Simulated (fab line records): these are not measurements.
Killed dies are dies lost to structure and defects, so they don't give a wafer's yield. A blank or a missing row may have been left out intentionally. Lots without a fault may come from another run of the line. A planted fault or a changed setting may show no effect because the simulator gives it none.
A struck lot beside a sound one | flow nandHarc | 25 out of 1302 route steps
Sound: these wafers, L423.2, L423.3, L423.6. The struck wafers were L426.2, L426.6. The cause is named last.
At each step with rows: each side's tool, then ch and its chambers, then its first start. Under that, the readings that differ: sound wafers | struck wafers | difference of the means | sigmas: that difference in standard deviations of wafers without a fault.
alike: readings whose means differ by less than 2 such deviations, and words and numbers that are the same on both sides. not compared: withheld readings, readings that some wafer has no value for, bounds like >300 that may hide the same value, and numbers for which the record gives no deviation and whose values overlap.
The two part at a step that has a row with sigmas, a row that says differs or no value, or rows on one side only. Non-overlapping numbers with no deviation appear without sigmas and do not part them. Lack of a reading on every wafer of one side parts them only where that side has two or more wafers.

first, 1 step without rows for these wafers: NHARC_P_M1_SRD_25.
NHARC_P_M1_INSPECT_27:
  sound: defectInspect-02 at day 9 03:49; struck: defectInspect-01 at day 10 16:19
  alike: rawDefectCount
NHARC_P_M1_PRE_CLEAN_32: time 12 s.
  sound on pecvd-01 ch 1,2, day 9 03:53; struck on pecvd-04 ch 0, day 10 16:23
  alike: heaterPowerW
NHARC_P_M1_DEP_33: deposits SiCN, target thk 30 nm.
  sound on pecvd-01 ch 1,2, day 9 03:58; struck on pecvd-04 ch 0, day 10 16:30
reading          | sound       | struck  | difference | sigmas
heaterPowerW (W) | 600 632 628 | 802 807 | +184       | +3
then, 7 steps without rows for these wafers: NHARC_P_M2_DEP_00 (deposits SiOC, target thk 182.5 nm); NHARC_P_M2_DEHYDRATE_01 (time 120 s); NHARC_P_M2_HMDS_02 (time 30 s); NHARC_P_M2_COAT_34 (time 65 s); NHARC_P_M2_COAT_03 (resist thk 90 nm); NHARC_P_M2_SOFTBAKE_04 (time 55 s); NHARC_P_M2_EBR_05.
NHARC_P_M2_EXPOSE_06: exposes mask P M2, target cd 170 nm.
  sound on arfiScanner-01 ch 0, day 9 05:13; struck on arfiScanner-01 ch 0, day 10 17:35
  alike: mask
then, 2 steps without rows for these wafers: NHARC_P_M2_PEB_07 (peb time 65 s); NHARC_P_M2_DEVELOP_08 (develop time 35 s).
NHARC_P_M2_CD_MEAS_09: the cd target is 170 nm.
  sound on cdSem-02 ch 0, day 9 05:21; struck on cdSem-01 ch 0, day 10 17:43
reading   | sound             | struck      | difference | sigmas
cdNm (nm) | 170.3 169.5 168.9 | 187.1 181.1 | +14.5      | +15
NHARC_P_M2_OVL_MEAS_10: pitch 340 nm.
  sound: overlay-01 at day 9 05:26; struck: overlay-01 at day 10 17:49
reading         | sound          | struck  | difference | sigmas
overlayYNm (nm) | -0.5 -0.9 -0.6 | 1.3 1.3 | +2.0       | +2
  alike: overlayXNm
NHARC_P_M2_INSPECT_11:
  sound: defectInspect-01 at day 9 05:28; struck: defectInspect-01 at day 10 17:50
  alike: rawDefectCount
NHARC_P_M2_DESCUM_14: chemistry O2, time 3 s.
  sound on rieDiel-13 ch 0,1, day 9 05:32; struck on rieDiel-13 ch 0,2, day 10 17:56
reading              | sound           | struck    | difference | sigmas
model.P_M2.cdNm (nm) | 169.6 170 167.6 | 186.3 181 | +14.6      | 
  alike: drypumpMotorCurrentA, oesProductAu, rfVppV, showerheadPlenumPTorr, throttleValvePct
  not compared: rfHoursCounterH
NHARC_P_M2_ETCH_35: etches the open film in N2/H2, target depth 40 nm, overetch 12 nm, time 43.94 s.
  sound on rieDiel-13 ch 0,1,2, day 9 05:38; struck on rieDiel-13 ch 0,2, day 10 18:00
  alike: drypumpMotorCurrentA, oesProductAu, rfVppV, showerheadPlenumPTorr, throttleValvePct
  not compared: rfHoursCounterH
NHARC_P_M2_ETCH_15: etches the open film in C4F8/Ar, target depth 182.5 nm, time 91.2 s.
  sound on rieDiel-13 ch 1,2; struck on rieDiel-13 ch 2
reading             | sound             | struck      | difference | sigmas
oesProductAu (a.u.) | 0.983 0.969 0.973 | 0.925 0.927 | -0.049     | -2
  alike: rfVppV
  not compared: rfHoursCounterH
NHARC_P_M2_CD_MEAS_16:
  sound: cdSem-01 at day 9 05:50; struck: cdSem-02 at day 10 18:13
reading   | sound             | struck      | difference | sigmas
cdNm (nm) | 169.0 169.5 166.9 | 185.4 180.9 | +14.7      | +11
NHARC_P_M2_STRIP_18: strips in N2/H2.
  sound on rieDiel-03 ch 0,1,3, day 9 05:55; struck on rieDiel-03 ch 0,2, day 10 18:20
  alike: drypumpMotorCurrentA, oesProductAu, rfVppV, showerheadPlenumPTorr, throttleValvePct
  not compared: rfHoursCounterH
NHARC_P_M2_ETCH_28: etches the open film in CF4/N2, target depth 30 nm, time 72.99 s.
  sound on rieDiel-03 ch 1,3; struck on rieDiel-03 ch 1
reading              | sound             | struck    | difference | sigmas
model.P_M2.cdNm (nm) | 169.6 168.1 167.4 | 186 180.8 | +15        | 
  alike: drypumpMotorCurrentA, oesProductAu, rfVppV, showerheadPlenumPTorr, throttleValvePct
  not compared: rfHoursCounterH
then, 1 step without rows for these wafers: NHARC_P_M2_STRIP_19 (strips in post etch residue remover, time 600 s).
NHARC_END_SORT_01:
  the record has rows for the sound wafers here (prober-01 ch 0, day 27 14:50) and none for the struck ones

## WHERE THEY PART
First at NHARC_P_M1_DEP_33; last, within this record, at NHARC_END_SORT_01.

WHY: what had been put in by the simulator
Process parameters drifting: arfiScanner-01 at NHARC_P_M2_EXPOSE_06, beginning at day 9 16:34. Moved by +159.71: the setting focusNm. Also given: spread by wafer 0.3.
